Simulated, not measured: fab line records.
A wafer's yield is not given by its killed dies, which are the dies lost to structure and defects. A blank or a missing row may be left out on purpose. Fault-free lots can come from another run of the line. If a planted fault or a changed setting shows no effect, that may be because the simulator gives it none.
fab line records	flow n5_finfet
[record] lots = 24	wafers = 72	last_day = 17
route steps=1938 shown BEOL_M10@1472 BEOL_M11@1573 BEOL_M12@1603
lots that met no fault: from a run of the same line without faults
start_h: the number of hours between the record's first day and the start of the first shown wafer of the lot	wait_h: hours since the lot's step before	" identical to the entry in the row above	L1.1+2: a row that stands for several wafers	- either no value or no given start	* or withheld: withheld	< > ~ a bound
route shown NAME@n: names a module that has steps shown in the file, with the first one's number in the route	usual: mean and standard deviation over wafers with no fault	same: alike in all rows	chamber/n: place in a boat	sites: per-site readings	_std_site: their standard deviation	_edge_site: mean of outer sites minus mean of inner sites	radius_mm: how far each site lies from the wafer's centre	mask NAME#n: copy n	behind: tool/chamber where the wafer was last shaped	hold: why the lot went on hold/how many hours it stayed there/how the hold came to an end	device: the n, p or np transistor that did not switch	end of line: tests of these same wafers at the route's end	a step without rows: its recipe alone	killed: at the first sort, the dies lost to defects and structure; wafer yield is something else	map: per-die view of a wafer (x killed, . not killed, _ where there is no die)
set.NAME: the setting that was run; set.NAME@STEP: the one run at that earlier step	model.NAME: the simulator's own value behind a step, which no gauge read
the route's steps for a sample of lots (tables are steps, rows are wafers)
services: a tool's chamber out of use, with start hour (start_h, from the record's first day; less than 0 if before it), hours out, and reason
[[steps]]
[step N5_BEOL_M10_THK_MEAS_01]
[recipe] reads = SiCOH_lowk_of_BEOL_M10_ILD_DEP_00
[usual] M10_ILD_THK = 269/4.3
lot.wafer	tool	chamber	start_h	wait_h	M10_ILD_THK[nm]
L074.2	film_metro-01	-	216.81	0.4	269
L074.3	"	-	"	"	266
L074.4	"	-	"	"	274
L075.4	film_metro-02	-	217.35	0.2	271
L075.5	"	-	"	"	270
L075.6	"	-	"	"	272
L076.2	film_metro-02	-	228.53	0.4	261
L076.3	"	-	"	"	265
L076.6	"	-	"	"	269
L078.2	film_metro-02	-	230.11	0.4	270
L078.3	"	-	"	"	266
L078.4	"	-	"	"	274
L077.3	film_metro-01	-	238.17	0.3	260
L077.5	"	-	"	"	268
L077.6	"	-	"	"	277
L079.1	film_metro-01	-	240.25	0.4	263
L079.2	"	-	"	"	261
L079.6	"	-	"	"	266
L080.1	film_metro-01	-	240.74	0.4	272
L080.3	"	-	"	"	273
L080.4	"	-	"	"	277
L081.1	film_metro-02	-	244.82	0.4	275
L081.3	"	-	"	"	270
L081.6	"	-	"	"	275
L083.1	film_metro-02	-	265.59	0.4	261
L083.4	"	-	"	"	267
L083.5	"	-	"	"	266
L082.1	film_metro-02	-	265.66	0.4	270
L082.3	"	-	"	"	274
L082.4	"	-	"	"	280
L084.2	film_metro-02	-	266.07	0.4	267
L084.3	"	-	"	"	270
L084.6	"	-	"	"	271
L085.2	film_metro-01	-	271.77	0.4	265
L085.4	"	-	"	"	273
L085.5	"	-	"	"	266
L086.2	film_metro-01	-	272.63	0.4	271
L086.3	"	-	"	"	268
L086.6	"	-	"	"	274
L087.3	film_metro-01	-	288.79	0.3	269
L087.5	"	-	"	"	274
L087.6	"	-	"	"	266
L089.1	film_metro-02	-	289.28	0.4	274
L089.2	"	-	"	"	270
L089.3	"	-	"	"	268
L088.1	film_metro-01	-	300.70	0.4	263
L088.5	"	-	"	"	269
L088.6	"	-	"	"	268
L091.2	film_metro-01	-	308.87	0.4	264
L091.5	"	-	"	"	276
L091.6	"	-	"	"	273
L090.1	film_metro-01	-	309.82	0.4	259
L090.3	"	-	"	"	263
L090.5	"	-	"	"	272
L093.2	film_metro-02	-	319.63	0.7	268
L093.3	"	-	"	"	269
L093.4	"	-	"	"	273
L092.1	film_metro-02	-	326.55	0.8	268
L092.2	"	-	"	"	269
L092.4	"	-	"	"	273
L095.2	film_metro-01	-	331.57	0.4	265
L095.5	"	-	"	"	275
L095.6	"	-	"	"	271
L094.3	film_metro-02	-	337.97	0.3	261
L094.4	"	-	"	"	268
L094.6	"	-	"	"	275
L096.4	film_metro-02	-	343.19	0.2	269
L096.5	"	-	"	"	272
L096.6	"	-	"	"	275
L097.2	film_metro-01	-	356.11	0.4	264
L097.4	"	-	"	"	273
L097.6	"	-	"	"	266
[step N5_BEOL_M10_STRIP_36]
[recipe] chemistry = N2/H2	power_w = 450	temp_c = 40	pressure_mtorr = 20	rf_frequency_hz = 6e+07	overash_fraction = 0.3	bias_power_w = 7	h2_frac = 0.5	n2_flow_sccm = 200	h2_flow_sccm = 200
[usual] drypump_motor_current_A = 5.7/0.53	oes_product_au = 0.79/0.07	rf_vpp_V = 59.0/2	showerhead_plenum_p_Torr = 2.51/0.062	throttle_valve_pct = 23.8/0.39
lot.wafer	tool	chamber	start_h	wait_h	drypump_motor_current_A	oes_product_au	rf_hours_counter_h	rf_vpp_V	showerhead_plenum_p_Torr	throttle_valve_pct
L075.4	rie_diel-01	2	220.97	0.0	5.3	0.74	149	55.5	2.65	23.8
L075.5	"	3	"	"	6.0	0.80	-	58.5	2.55	23.8
L075.6	"	2	"	"	5.3	0.74	-	56.5	2.65	23.8
L074.2	rie_diel-05	0	221.14	0.0	5.1	0.86	78	57.3	2.46	23.8
L074.3	"	2	"	"	6.7	0.72	198	58.9	2.54	24.7
L074.4	"	1	"	"	5.8	0.84	67	59.5	2.43	23.3
L076.2	rie_diel-05	2	234.55	0.0	6.7	0.71	203	60.1	2.54	24.7
L076.3	"	0	"	"	5.1	0.82	82	59.6	2.46	23.7
L076.6	"	2	"	"	6.7	0.72	-	56.5	2.54	24.7
L078.2	rie_diel-05	0	235.01	0.0	5.1	0.86	83	59.1	2.46	23.8
L078.3	"	2	"	"	6.7	0.71	204	58.4	2.53	24.7
L078.4	"	0	"	"	5.1	0.82	-	58.6	2.46	23.8
L077.3	rie_diel-04	0	241.54	0.0	5.9	0.76	146	58.7	2.46	24.0
L077.5	"	3	"	"	6.0	0.90	-	61.9	2.46	23.3
L077.6	"	0	"	"	5.9	0.76	-	59.2	2.46	23.9
L080.1	rie_diel-01	2	245.31	0.0	5.3	0.75	157	61.3	2.64	23.9
L080.3	"	0	"	"	6.3	0.76	160	63.0	2.57	23.8
L080.4	"	1	"	"	5.8	0.66	244	55.2	2.51	24.7
L079.1	rie_diel-05	1	245.85	0.0	5.8	0.82	74	55.5	2.43	23.3
L079.2	"	2	"	"	6.7	0.72	208	58.9	2.53	24.8
L079.6	"	1	"	"	5.8	0.82	-	59.3	2.43	23.3
L081.1	rie_diel-04	0	248.37	0.0	5.9	0.76	150	58.1	2.46	23.9
L081.3	"	3	"	"	6.0	0.89	47	57.5	2.46	23.3
L081.6	"	3	"	"	6.0	0.90	-	58.5	2.46	23.3
L082.1	rie_diel-01	3	268.88	0.0	6.0	0.77	129	57.3	2.54	23.8
L082.3	"	0	"	"	6.3	0.74	171	61.1	2.56	23.9
L082.4	"	2	"	"	5.3	0.72	-	57.6	2.64	23.9
L083.1	rie_diel-04	3	269.04	0.0	6.1	0.90	55	61.2	2.46	23.3
L083.4	"	0	"	"	6.0	0.75	159	60.3	2.46	24.0
L083.5	"	0	"	"	5.9	0.76	-	57.3	2.46	23.9
L084.2	rie_diel-01	3	269.41	0.0	6.0	0.78	129	57.6	2.54	23.8
L084.3	"	2	"	"	5.3	0.73	167	59.7	2.64	23.9
L084.6	"	2	"	"	5.3	0.73	-	61.8	2.64	23.9
L085.2	rie_diel-04	1	274.62	0.0	5.4	0.83	89	58.3	2.58	23.5
L085.4	"	3	"	"	6.1	0.89	57	59.0	2.46	23.3
L085.5	"	3	"	"	6.1	0.87	-	54.1	2.46	23.3
L086.2	rie_diel-05	1	275.37	0.0	5.8	0.79	85	62.5	2.43	23.4
L086.3	"	2	"	"	6.7	0.69	220	56.6	2.53	24.7
L086.6	"	0	"	"	5.1	0.82	-	54.6	2.45	23.8
L089.1	rie_diel-05	0	294.79	0.0	5.1	0.82	104	60.8	2.45	23.8
L089.2	"	1	"	"	5.8	0.80	91	61.2	2.43	23.3
L089.3	"	2	"	"	6.7	0.69	227	60.1	2.53	24.7
L087.3	rie_diel-01	2	295.04	0.0	5.3	0.72	179	60.7	2.64	23.9
L087.5	"	3	"	"	6.0	0.75	-	60.4	2.54	23.8
L087.6	"	2	"	"	5.3	0.71	-	58.6	2.64	23.9
L088.1	rie_diel-04	0	305.50	0.0	5.9	0.74	171	57.0	2.45	24.0
L088.5	"	3	"	"	6.1	0.87	-	57.3	2.45	23.3
L088.6	"	2	"	"	5.3	0.86	-	57.5	2.50	23.6
L090.1	rie_diel-05	0	312.82	0.0	5.1	0.81	112	59.1	2.45	23.8
L090.3	"	3	"	"	5.0	0.87	75	57.0	2.46	23.6
L090.5	"	2	"	"	6.7	0.69	-	58.9	2.52	24.8
L091.2	rie_diel-04	3	313.09	0.0	6.0	0.87	71	63.8	2.45	23.4
L091.5	"	3	"	"	6.0	0.85	-	58.0	2.45	23.4
L091.6	"	2	"	"	5.4	0.86	-	61.7	2.50	23.6
L093.2	rie_diel-04	3	325.92	0.0	6.1	0.84	75	57.3	2.45	23.3
L093.3	"	2	"	"	5.3	0.85	63	57.7	2.49	23.6
L093.4	"	1	"	"	5.4	0.80	107	58.4	2.57	23.5
L092.1	rie_diel-05	0	329.55	0.0	5.1	0.80	118	59.3	2.44	23.8
L092.2	"	1	"	"	5.8	0.80	100	58.9	2.42	23.4
L092.4	"	2	"	"	6.7	0.68	-	59.2	2.52	24.8
L095.2	rie_diel-01	0	335.59	0.0	6.3	0.72	198	57.9	2.55	23.9
L095.5	"	3	"	"	6.0	0.76	-	57.9	2.53	23.8
L095.6	"	0	"	"	6.3	0.72	-	62.4	2.55	23.9
L094.3	rie_diel-01	0	339.97	0.0	6.3	0.71	200	58.3	2.55	23.9
L094.4	"	1	"	"	5.8	0.93	17	58.9	2.50	24.3
L094.6	"	3	"	"	6.0	0.75	-	59.0	2.53	23.8
L096.4	rie_diel-05	2	345.79	0.0	6.7	0.67	244	56.7	2.52	24.8
L096.5	"	0	"	"	5.1	0.80	-	57.6	2.44	23.8
L096.6	"	3	"	"	5.0	0.86	-	63.1	2.46	23.6
L097.2	rie_diel-01	0	358.87	0.0	6.3	0.70	207	60.2	2.54	23.9
L097.4	"	1	"	"	5.8	0.93	24	59.2	2.49	24.2
L097.6	"	0	"	"	6.3	0.73	-	60.6	2.54	23.9
[step N5_BEOL_M11_ETCH_66]
[recipe] chemistry = N2/H2	target = SOC	target_depth_a = 1200	overetch_a = 240	mask_material = SiARC	temp_c = 40	time_s = 180	ion_energy_ev = 200	pressure_mtorr = 30	source_w = 840	bias_w = 150	n2_flow_sccm = 200	h2_flow_sccm = 200
[usual] drypump_motor_current_A = 5.6/0.52	oes_product_au = 0.66/0.073	rf_fwd_power_W = 836.7/2.7	rf_vpp_V = 524/3.6	showerhead_plenum_p_Torr = 2.54/0.12	throttle_valve_pct = 17.80/0.29
lot.wafer	tool	chamber	start_h	wait_h	drypump_motor_current_A	oes_product_au	rf_fwd_power_W	rf_hours_counter_h	rf_vpp_V	showerhead_plenum_p_Torr	throttle_valve_pct
L075.4	rie_diel-02	3	230.14	0.0	6.0	0.76	839.9	16	525	2.62	17.52
L075.5	"	2	"	"	5.6	0.67	832.4	-	521	2.44	17.75
L075.6	"	1	"	"	5.5	0.55	838.3	-	523	2.49	18.21
L074.2	rie_diel-02	1	230.67	0.0	5.5	0.56	839.8	246	522	2.49	18.21
L074.3	"	2	"	"	5.7	0.67	838.9	90	521	2.44	17.78
L074.4	"	3	"	"	6.0	0.76	839.8	16	527	2.62	17.52
L076.2	rie_diel-02	0	241.67	0.0	5.7	0.59	833.5	158	518	2.35	18.28
L076.3	"	2	"	"	5.7	0.66	836.8	94	522	2.44	17.77
L076.6	"	0	"	"	5.7	0.60	836.0	-	517	2.35	18.28
L078.2	rie_diel-03	2	245.30	0.0	5.3	0.66	837.4	70	521	2.47	17.81
L078.3	"	1	"	"	5.0	0.69	835.5	54	528	2.70	17.65
L078.4	"	2	"	"	5.3	0.67	834.4	-	520	2.47	17.83
L077.3	rie_diel-06	2	247.66	0.0	4.7	0.56	837.0	247	523	2.50	18.22
L077.5	"	0	"	"	6.2	0.57	831.2	-	520	2.42	18.39
L077.6	"	1	"	"	5.4	0.63	840.7	-	527	2.64	17.47
L080.1	rie_diel-03	2	250.74	0.0	5.3	0.67	838.9	72	524	2.46	17.83
L080.3	"	3	"	"	6.4	0.55	840.5	261	519	2.39	17.85
L080.4	"	1	"	"	5.0	0.68	836.9	-	527	2.70	17.64
L079.1	rie_diel-02	3	253.97	0.0	6.0	0.75	833.1	23	525	2.61	17.53
L079.2	"	0	"	"	5.7	0.60	832.6	163	517	2.35	18.29
L079.6	"	3	"	"	6.0	0.74	831.6	-	525	2.61	17.54
L081.1	rie_diel-06	2	255.79	0.0	4.7	0.56	832.0	248	521	2.50	18.22
L081.3	"	1	"	"	5.4	0.63	833.2	121	529	2.64	17.48
L081.6	"	3	"	"	4.7	0.65	835.1	-	524	2.54	17.78
L083.1	rie_diel-02	3	274.44	0.0	6.0	0.73	839.6	31	525	2.61	17.53
L083.4	"	1	"	"	5.4	0.76	840.8	4	522	2.48	17.70
L083.5	"	3	"	"	6.0	0.73	842.7	-	525	2.61	17.54
L082.1	rie_diel-06	1	274.61	0.0	5.4	0.62	837.8	129	527	2.63	17.48
L082.3	"	3	"	"	4.7	0.64	835.6	124	524	2.54	17.79
L082.4	"	3	"	"	4.8	0.65	837.6	-	524	2.54	17.81
L084.2	rie_diel-03	1	276.63	0.0	5.0	0.67	836.0	67	527	2.70	17.65
L084.3	"	3	"	"	6.5	0.80	839.7	1	528	2.71	17.38
L084.6	"	2	"	"	5.3	0.64	834.7	-	522	2.46	17.83
L085.2	rie_diel-02	1	279.98	0.0	5.5	0.76	839.1	5	523	2.48	17.71
L085.4	"	1	"	"	5.4	0.76	836.5	-	521	2.48	17.74
L085.5	"	2	"	"	5.6	0.65	833.7	-	520	2.44	17.80
L086.2	rie_diel-03	2	282.88	0.0	5.3	0.65	836.2	86	522	2.46	17.85
L086.3	"	0	"	"	6.0	0.56	843.2	218	525	2.63	17.75
L086.6	"	3	"	"	6.5	0.79	841.1	-	529	2.71	17.37
L089.1	rie_diel-06	1	301.95	0.1	5.4	0.61	835.3	142	525	2.63	17.50
L089.2	"	2	"	"	4.7	0.79	837.7	7	521	2.50	17.73
L089.3	"	2	"	"	4.7	0.77	836.1	-	523	2.50	17.74
L087.3	rie_diel-03	2	305.31	0.0	5.3	0.64	838.1	93	520	2.46	17.84
L087.5	"	3	"	"	6.5	0.77	835.7	-	528	2.71	17.40
L087.6	"	2	"	"	5.2	0.64	838.4	-	523	2.46	17.85
L088.1	rie_diel-06	0	312.64	0.0	6.2	0.78	839.1	2	527	2.73	18.01
L088.5	"	0	"	"	6.3	0.79	838.8	-	527	2.73	18.00
L088.6	"	1	"	"	5.4	0.61	837.0	-	528	2.63	17.51
L090.1	rie_diel-03	0	322.35	0.0	6.0	0.55	838.4	231	527	2.62	17.78
L090.3	"	2	"	"	5.3	0.64	837.1	97	520	2.45	17.86
L090.5	"	1	"	"	5.0	0.66	837.6	-	527	2.69	17.69
L091.2	rie_diel-02	2	322.45	0.0	5.7	0.65	832.9	125	520	2.43	17.83
L091.5	"	1	"	"	5.5	0.72	833.7	-	522	2.48	17.75
L091.6	"	3	"	"	6.0	0.73	839.0	-	526	2.61	17.55
L093.2	rie_diel-02	1	333.77	0.0	5.4	0.72	839.2	23	522	2.48	17.74
L093.3	"	3	"	"	6.0	0.72	838.5	40	526	2.61	17.57
L093.4	"	2	"	"	5.7	0.64	839.4	128	523	2.43	17.83
L092.1	rie_diel-06	3	336.65	0.0	4.8	0.64	836.5	137	524	2.54	17.83
L092.2	"	1	"	"	5.4	0.61	832.6	147	527	2.62	17.53
L092.4	"	2	"	"	4.8	0.75	834.7	19	523	2.49	17.74
L095.2	rie_diel-02	1	342.22	0.0	5.4	0.71	834.5	26	522	2.48	17.76
L095.5	"	0	"	"	5.7	0.58	832.7	-	518	2.34	18.35
L095.6	"	3	"	"	6.0	0.71	837.3	-	526	2.60	17.58
L094.3	rie_diel-03	3	346.18	0.0	6.5	0.74	837.8	24	528	2.70	17.40
L094.4	"	2	"	"	5.3	0.63	831.6	104	522	2.45	17.88
L094.6	"	0	"	"	5.9	0.54	838.5	-	526	2.62	17.78
L096.4	rie_diel-03	3	351.86	0.0	6.5	0.74	837.7	25	528	2.70	17.41
L096.5	"	0	"	"	6.0	0.54	838.9	-	526	2.62	17.77
L096.6	"	1	"	"	5.0	0.65	829.5	-	527	2.69	17.69
L097.2	rie_diel-03	2	367.91	0.1	5.3	0.63	833.5	112	521	2.45	17.90
L097.4	"	2	"	"	5.3	0.63	837.6	-	521	2.45	17.90
L097.6	"	2	"	"	5.3	0.62	836.9	-	522	2.45	17.87
[step N5_BEOL_M12_THK_MEAS_01]
[recipe] reads = SiOC_of_BEOL_M12_ILD_DEP_00
[usual] M12_ILD_THK = 660/9.6
lot.wafer	tool	chamber	start_h	wait_h	M12_ILD_THK[nm]
L075.4	film_metro-02	-	233.62	0.0	667
L075.5	"	-	"	"	661
L075.6	"	-	"	"	655
L074.2	film_metro-02	-	234.42	0.1	656
L074.3	"	-	"	"	665
L074.4	"	-	"	"	656
L076.2	film_metro-01	-	244.97	0.1	648
L076.3	"	-	"	"	655
L076.6	"	-	"	"	654
L078.2	film_metro-01	-	248.11	0.1	656
L078.3	"	-	"	"	670
L078.4	"	-	"	"	665
L077.3	film_metro-02	-	251.53	0.1	656
L077.5	"	-	"	"	662
L077.6	"	-	"	"	669
L080.1	film_metro-01	-	255.70	0.1	666
L080.3	"	-	"	"	661
L080.4	"	-	"	"	673
L079.1	film_metro-01	-	258.27	0.1	660
L079.2	"	-	"	"	666
L079.6	"	-	"	"	677
L081.1	film_metro-01	-	259.94	0.1	665
L081.3	"	-	"	"	644
L081.6	"	-	"	"	648
L083.1	film_metro-01	-	277.52	0.1	648
L083.4	"	-	"	"	664
L083.5	"	-	"	"	666
L082.1	film_metro-01	-	277.94	0.1	642
L082.3	"	-	"	"	655
L082.4	"	-	"	"	654
L084.2	film_metro-02	-	280.19	0.1	659
L084.3	"	-	"	"	668
L084.6	"	-	"	"	670
L085.2	film_metro-01	-	283.82	0.1	658
L085.4	"	-	"	"	662
L085.5	"	-	"	"	664
L086.2	film_metro-01	-	287.77	0.1	676
L086.3	"	-	"	"	653
L086.6	"	-	"	"	667
L089.1	film_metro-02	-	307.25	0.1	652
L089.2	"	-	"	"	651
L089.3	"	-	"	"	674
L087.3	film_metro-01	-	308.57	0.1	657
L087.5	"	-	"	"	673
L087.6	"	-	"	"	662
L088.1	film_metro-02	-	315.92	0.1	649
L088.5	"	-	"	"	670
L088.6	"	-	"	"	661
L090.1	film_metro-02	-	325.29	0.1	653
L090.3	"	-	"	"	651
L090.5	"	-	"	"	664
L091.2	film_metro-02	-	325.39	0.1	642
L091.5	"	-	"	"	659
L091.6	"	-	"	"	664
L093.2	film_metro-01	-	336.96	0.1	651
L093.3	"	-	"	"	666
L093.4	"	-	"	"	657
L092.1	film_metro-02	-	339.82	0.1	656
L092.2	"	-	"	"	670
L092.4	"	-	"	"	687
L095.2	film_metro-01	-	346.22	0.1	652
L095.5	"	-	"	"	670
L095.6	"	-	"	"	659
L094.3	film_metro-01	-	349.52	0.1	655
L094.4	"	-	"	"	661
L094.6	"	-	"	"	656
L096.4	film_metro-01	-	356.58	0.0	663
L096.5	"	-	"	"	648
L096.6	"	-	"	"	665
L097.2	film_metro-02	-	372.49	0.1	655
L097.4	"	-	"	"	662
L097.6	"	-	"	"	672
[step N5_BEOL_M12_INSPECT_12]
[recipe] mode = adi	inspect_instrument = macro
[usual] raw_defect_count = 2.1/1.5
lot.wafer	tool	chamber	start_h	wait_h	raw_defect_count
L075.4	defect_inspect-02	-	233.98	0.0	1
L075.5	"	-	"	"	1
L075.6	"	-	"	"	2
L074.2	defect_inspect-02	-	234.78	0.0	2
L074.3	"	-	"	"	1
L074.4	"	-	"	"	3
L076.2	defect_inspect-02	-	245.33	0.0	2
L076.3	"	-	"	"	3
L076.6	"	-	"	"	0
L078.2	defect_inspect-01	-	248.59	0.0	3
L078.3	"	-	"	"	2
L078.4	"	-	"	"	4
L077.3	defect_inspect-02	-	251.88	0.0	3
L077.5	"	-	"	"	1
L077.6	"	-	"	"	1
L080.1	defect_inspect-01	-	256.21	0.0	0
L080.3	"	-	"	"	3
L080.4	"	-	"	"	2
L079.1	defect_inspect-01	-	258.75	0.0	1
L079.2	"	-	"	"	0
L079.6	"	-	"	"	1
L081.1	defect_inspect-02	-	260.43	0.0	1
L081.3	"	-	"	"	0
L081.6	"	-	"	"	4
L083.1	defect_inspect-01	-	278.00	0.0	3
L083.4	"	-	"	"	3
L083.5	"	-	"	"	2
L082.1	defect_inspect-02	-	278.29	0.0	1
L082.3	"	-	"	"	1
L082.4	"	-	"	"	2
L084.2	defect_inspect-02	-	280.67	0.0	2
L084.3	"	-	"	"	2
L084.6	"	-	"	"	3
L085.2	defect_inspect-02	-	284.18	0.0	1
L085.4	"	-	"	"	4
L085.5	"	-	"	"	5
L086.2	defect_inspect-01	-	288.26	0.0	1
L086.3	"	-	"	"	3
L086.6	"	-	"	"	2
L089.1	defect_inspect-02	-	307.60	0.0	2
L089.2	"	-	"	"	3
L089.3	"	-	"	"	3
L087.3	defect_inspect-02	-	309.05	0.0	4
L087.5	"	-	"	"	1
L087.6	"	-	"	"	3
L088.1	defect_inspect-02	-	316.40	0.0	1
L088.5	"	-	"	"	3
L088.6	"	-	"	"	2
L090.1	defect_inspect-02	-	325.77	0.0	1
L090.3	"	-	"	"	3
L090.5	"	-	"	"	1
L091.2	defect_inspect-01	-	325.80	0.0	1
L091.5	"	-	"	"	3
L091.6	"	-	"	"	1
L093.2	defect_inspect-02	-	337.44	0.0	5
L093.3	"	-	"	"	3
L093.4	"	-	"	"	3
L092.1	defect_inspect-02	-	340.18	0.0	1
L092.2	"	-	"	"	1
L092.4	"	-	"	"	2
L095.2	defect_inspect-02	-	346.70	0.0	4
L095.5	"	-	"	"	1
L095.6	"	-	"	"	4
L094.3	defect_inspect-02	-	350.00	0.0	3
L094.4	"	-	"	"	2
L094.6	"	-	"	"	5
L096.4	defect_inspect-02	-	357.06	0.0	1
L096.5	"	-	"	"	2
L096.6	"	-	"	"	2
L097.2	defect_inspect-02	-	372.97	0.0	3
L097.4	"	-	"	"	1
L097.6	"	-	"	"	3
[step N5_BEOL_M12_ETCH_59]
[recipe] chemistry = N2/H2	target = BARC	target_depth_a = 890	overetch_a = 267	time_s = 67.9	ion_energy_ev = 200	pressure_mtorr = 30	source_w = 840	bias_w = 150	n2_flow_sccm = 200	h2_flow_sccm = 200
[usual] drypump_motor_current_A = 5.8/0.49	oes_product_au = 0.67/0.05	rf_fwd_power_W = 832/3.2	rf_vpp_V = 523.2/1.7	showerhead_plenum_p_Torr = 2.52/0.064	throttle_valve_pct = 18.04/0.29
lot.wafer	tool	chamber	start_h	wait_h	drypump_motor_current_A	oes_product_au	rf_fwd_power_W	rf_hours_counter_h	rf_vpp_V	showerhead_plenum_p_Torr	throttle_valve_pct
L075.4	rie_diel-05	0	234.07	0.0	5.1	0.72	830	-	522.8	2.46	17.82
L075.5	"	3	"	"	5.0	0.77	831	-	522.7	2.48	17.75
L075.6	"	2	"	"	6.7	0.61	835	-	522.7	2.54	18.67
L074.2	rie_diel-01	0	235.61	0.0	6.3	0.66	828	158	523.9	2.57	18.07
L074.3	"	1	"	"	5.7	0.58	834	241	523.2	2.51	18.69
L074.4	"	2	"	"	5.3	0.64	834	154	527.7	2.65	18.04
L076.2	rie_diel-04	3	245.69	0.0	6.0	0.75	836	45	521.8	2.47	17.52
L076.3	"	1	"	"	5.4	0.71	827	76	525.8	2.59	17.91
L076.6	"	3	"	"	6.0	0.76	834	-	522.2	2.47	17.51
L078.2	rie_diel-01	3	248.97	0.0	6.0	0.67	831	121	524.0	2.55	17.99
L078.3	"	2	"	"	5.3	0.63	833	159	526.3	2.65	18.05
L078.4	"	1	"	"	5.8	0.59	836	246	522.8	2.51	18.72
L077.3	rie_diel-01	3	252.18	0.0	6.0	0.67	832	122	524.0	2.55	17.98
L077.5	"	0	"	"	6.3	0.65	828	-	523.0	2.57	18.10
L077.6	"	3	"	"	6.0	0.67	836	-	525.2	2.55	17.98
L080.1	rie_diel-01	2	256.28	0.0	5.3	0.63	834	160	526.2	2.65	18.07
L080.3	"	0	"	"	6.4	0.65	825	165	522.8	2.57	18.09
L080.4	"	1	"	"	5.8	0.58	832	248	521.9	2.51	18.71
L079.1	rie_diel-01	3	259.05	0.0	5.9	0.66	833	124	523.3	2.55	17.97
L079.2	"	0	"	"	6.3	0.65	829	166	524.0	2.57	18.07
L079.6	"	0	"	"	6.3	0.65	828	-	524.0	2.57	18.08
L081.1	rie_diel-04	0	260.69	0.0	5.9	0.65	834	155	521.4	2.46	18.09
L081.3	"	3	"	"	6.0	0.75	835	53	522.2	2.46	17.54
L081.6	"	1	"	"	5.5	0.70	829	-	524.6	2.59	17.93
L083.1	rie_diel-04	3	278.46	0.0	6.0	0.74	832	58	522.0	2.46	17.56
L083.4	"	1	"	"	5.5	0.69	826	90	524.1	2.58	17.94
L083.5	"	3	"	"	6.0	0.73	833	-	521.1	2.46	17.54
L082.1	rie_diel-05	1	278.56	0.0	5.8	0.69	837	86	522.2	2.43	17.67
L082.3	"	0	"	"	5.1	0.69	836	99	521.2	2.46	17.85
L082.4	"	2	"	"	6.7	0.60	838	221	524.1	2.53	18.71
L084.2	rie_diel-01	0	280.74	0.0	6.3	0.64	825	177	522.6	2.56	18.11
L084.3	"	3	"	"	5.9	0.66	832	134	524.5	2.54	17.99
L084.6	"	3	"	"	6.0	0.66	833	-	525.2	2.54	18.01
L085.2	rie_diel-05	1	284.25	0.0	5.8	0.70	831	88	521.7	2.43	17.68
L085.4	"	2	"	"	6.7	0.60	843	224	522.7	2.53	18.70
L085.5	"	2	"	"	6.7	0.60	842	-	523.3	2.53	18.70
L086.2	rie_diel-01	3	288.45	0.0	6.0	0.65	834	138	524.6	2.54	18.00
L086.3	"	2	"	"	5.3	0.62	837	176	526.8	2.64	18.11
L086.6	"	3	"	"	6.0	0.66	830	-	523.7	2.54	18.00
L089.1	rie_diel-01	3	307.93	0.0	6.0	0.65	831	145	523.2	2.54	18.02
L089.2	"	2	"	"	5.3	0.61	837	183	527.3	2.64	18.10
L089.3	"	0	"	"	6.3	0.64	831	187	523.8	2.56	18.12
L087.3	rie_diel-04	0	309.20	0.0	5.9	0.63	832	173	519.8	2.45	18.10
L087.5	"	0	"	"	5.9	0.64	831	-	520.7	2.45	18.11
L087.6	"	1	"	"	5.5	0.69	827	-	525.0	2.58	17.96
L088.1	rie_diel-01	2	316.47	0.0	5.3	0.61	834	186	526.5	2.64	18.11
L088.5	"	3	"	"	6.0	0.64	831	-	522.9	2.54	18.01
L088.6	"	0	"	"	6.3	0.64	828	-	524.3	2.56	18.13
L090.1	rie_diel-05	0	325.88	0.0	5.1	0.68	832	117	521.4	2.45	17.89
L090.3	"	3	"	"	4.9	0.72	836	80	520.9	2.46	17.81
L090.5	"	3	"	"	5.0	0.73	836	-	520.5	2.46	17.80
L091.2	rie_diel-04	2	326.14	0.0	5.4	0.72	832	63	523.8	2.50	17.85
L091.5	"	0	"	"	5.9	0.63	833	-	520.6	2.45	18.12
L091.6	"	1	"	"	5.4	0.67	832	-	525.2	2.58	17.99
L093.2	rie_diel-05	2	337.56	0.0	6.7	0.59	834	240	522.2	2.52	18.72
L093.3	"	0	"	"	5.1	0.67	835	122	521.9	2.45	17.88
L093.4	"	2	"	"	6.7	0.59	835	-	521.8	2.52	18.72
L092.1	rie_diel-04	0	340.50	0.0	5.9	0.63	833	183	520.9	2.45	18.11
L092.2	"	3	"	"	6.0	0.72	832	80	522.7	2.45	17.58
L092.4	"	2	"	"	5.4	0.72	837	69	521.6	2.50	17.84
L095.2	rie_diel-05	3	346.77	0.0	5.0	0.72	833	84	521.4	2.46	17.81
L095.5	"	0	"	"	5.1	0.66	831	-	521.1	2.44	17.90
L095.6	"	1	"	"	5.8	0.68	835	-	521.9	2.42	17.74
L094.3	rie_diel-01	0	350.07	0.0	6.3	0.62	827	204	522.7	2.55	18.16
L094.4	"	2	"	"	5.3	0.60	831	196	526.5	2.63	18.14
L094.6	"	2	"	"	5.3	0.61	833	-	525.6	2.63	18.13
L096.4	rie_diel-01	2	357.13	0.0	5.3	0.61	835	198	526.5	2.63	18.14
L096.5	"	3	"	"	6.0	0.64	828	-	524.0	2.53	18.02
L096.6	"	0	"	"	6.3	0.63	825	-	523.0	2.55	18.14
L097.2	rie_diel-05	3	373.19	0.0	5.0	0.72	833	93	521.8	2.46	17.81
L097.4	"	3	"	"	5.0	0.71	833	-	522.9	2.46	17.83
L097.6	"	0	"	"	5.1	0.66	838	-	520.5	2.44	17.90
[[services]]
tool	chamber	start_h	hours	kind
rie_diel-05	1	230.89	5.4	repair
rie_diel-04	2	242.38	12.5	repair
rie_diel-01	1	260.23	-	clean
rie_diel-01	1	260.23	-	consumable_replace:esc
rie_diel-01	1	260.23	-	consumable_replace:focus_ring
rie_diel-03	0	274.83	3.8	repair
rie_diel-06	3	276.39	6.5	repair
rie_diel-02	3	277.39	11.6	repair
rie_diel-06	3	289.56	18.8	repair
rie_diel-02	3	297.64	18.1	repair
rie_diel-05	2	298.44	8.7	repair
rie_diel-02	1	303.65	4.8	repair
rie_diel-06	1	313.27	20.2	repair
rie_diel-01	2	319.59	4.7	repair
rie_diel-02	0	320.60	12.9	repair
rie_diel-05	3	327.61	10.9	repair
rie_diel-03	2	336.02	2.5	repair
rie_diel-01	-	342.20	0.2	repair
rie_diel-03	1	354.76	13.3	repair
rie_diel-05	-	357.67	2.8	pm
rie_diel-03	0	362.06	14.1	repair
rie_diel-05	2	367.49	-	clean
rie_diel-05	2	367.49	-	consumable_replace:focus_ring
rie_diel-05	2	367.49	10.9	scheduled_down
[[key]]
fault none
